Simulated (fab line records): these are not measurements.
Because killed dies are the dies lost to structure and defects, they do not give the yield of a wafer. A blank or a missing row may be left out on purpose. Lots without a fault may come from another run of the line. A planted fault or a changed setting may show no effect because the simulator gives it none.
Code-filled problem report in 8D (eight disciplines) form || flow nandHarc || the parts of the form that need people (team, actions taken, sign-off) are left out

== 1. WHAT IS WRONG ==
Mean of killedDies at NHARC_END_SORT_01: 438 across 2 wafers in 2 lots; on wafers with no fault it is 57 (standard deviation 16). Measured from the usual mean, that is +24 standard deviations.
First observed at day 29 08:46: wafer L463.5, on prober-01. At this step, 4 wafers from 2 lots have a number in the record. The rule behind "out" and "out of limits": a value lying over 4 standard deviations away from the usual mean. Any other wafer with a number is counted as sound.

== 2. WHAT IT IS, AND WHAT IT ISN'T ==
{"question": "which readings at this step", "is": "killedDies, killedAtArray", "is not": "killedAtPeriphery, killedOpen, killedShort"}
{"question": "which lots", "is": "L463, L465", "is not": "-"}
{"question": "which wafers of those lots", "is": "L463.5, L465.1", "is not": "L463.3, L465.3"}
{"question": "read on which gauges", "is": "prober-01, prober-02", "is not": "-"}
{"question": "when", "is": "from day 29 08:46", "is not": "up to then (1 sound wafer); but 1 sound wafer of L465 came after"}

== 3. WHAT RULES OUT EACH SUSPECT ==
Counting: any tool at a process step up to the reading remains a suspect provided it ran every lot that is out. Sound lots after the first of them don't rule it out here, since some wafers of a struck lot are sound.
- ruled out: the gauge at NHARC_END_SORT_01. Those wafers that are out were read across 2 gauges (prober-01, prober-02).
- rieDiel-04 at NHARC_A_STAIRCASE_TRIM_222 (chemistry O2, time 211.2 s): kept. It ran every lot that is out, first L463 (day 21 00:30). NHARC_A_STAIRCASE_TRIM_222: start missing for some lots; hours and lot order therefore follow NHARC_A_STAIRCASE_ETCH_225.
- rieDiel-04 at NHARC_A_STAIRCASE_ETCH_223 (etches the open film in C4F8/O2, target depth 100 nm, time 40.5 s): kept. It ran every lot that is out, first L463 (day 21 00:30). NHARC_A_STAIRCASE_ETCH_223: start missing for some lots; hours and lot order therefore follow NHARC_A_STAIRCASE_ETCH_225.
- rieDiel-04 at NHARC_A_STAIRCASE_ETCH_225 (etches the open film in C4F8/O2, target depth 100 nm, time 40.5 s): kept. It ran every lot that is out, first L463 (day 21 00:30). Out on those wafers are its own readings of runLengthS.
- At NHARC_A_STAIRCASE_TRIM_222, inside rieDiel-04: chamber 1 took the wafers that are out, while their sound lot-mates went through chambers 2, 3.
- Within rieDiel-04 at NHARC_A_STAIRCASE_ETCH_223: the wafers that are out ran in chambers 0, 2; their sound lot-mates ran in chamber 3.
- At NHARC_A_STAIRCASE_ETCH_225, inside rieDiel-04: chamber 1 took the wafers that are out, while their sound lot-mates went through chambers 0, 2.
The count leaves rieDiel-04 at NHARC_A_STAIRCASE_TRIM_222, rieDiel-04 at NHARC_A_STAIRCASE_ETCH_223, and rieDiel-04 at NHARC_A_STAIRCASE_ETCH_225.

== 4. THE CAUSE (what the simulator had put in) ==
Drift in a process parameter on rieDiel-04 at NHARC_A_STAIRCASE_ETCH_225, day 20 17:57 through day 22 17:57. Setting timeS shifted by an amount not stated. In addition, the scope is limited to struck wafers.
Of the 3 suspects that counting leaves, this tool is one.

== 5. SEQUENCE OF EFFECTS, ordered by route ==
Rows list readings where the struck wafers' mean (over those with a number) sits beyond 3 standard deviations from the usual. Scope: only readings with a usual standard deviation given in the record; hours: median across lots of the time from each lot's start at the first step in this table that gives one to its start at this step; sigmas: change in usual standard deviations.
{"hours": 0, "step": "NHARC_A_STAIRCASE_ETCH_225", "reading": "runLengthS", "usual": "61.7 s", "on struck wafers": 52.2, "change": -9.5, "sigmas": -18}
{"hours": 200, "step": "NHARC_END_SORT_01", "reading": "killedAtArray", "usual": 52, "on struck wafers": 430, "change": "+378", "sigmas": "+22"}
{"hours": 200, "step": "NHARC_END_SORT_01", "reading": "killedDies", "usual": 57, "on struck wafers": 438, "change": "+381", "sigmas": "+24"}
It contains these process steps:
- NHARC_A_STAIRCASE_ETCH_225: etches the open film in C4F8/O2, target depth 100 nm, time 40.5 s.

== 6. HOW IT WOULD HAVE BEEN CAUGHT EARLIER ==
Counted from the fault's start at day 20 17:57, it took 207 hours until the first out-of-limits reading at a measuring or inspecting step in this record, taken at day 29 08:46.
The tool's own readings at NHARC_A_STAIRCASE_ETCH_225 were out on every struck wafer that the step has a row for (runLengthS): an alarm limit on them would have fired on the first of those.
All the lots that are out (2) had begun NHARC_A_STAIRCASE_ETCH_225 on rieDiel-04 by day 29 08:46. Had the tool been put on hold then, not one of them would have been saved.
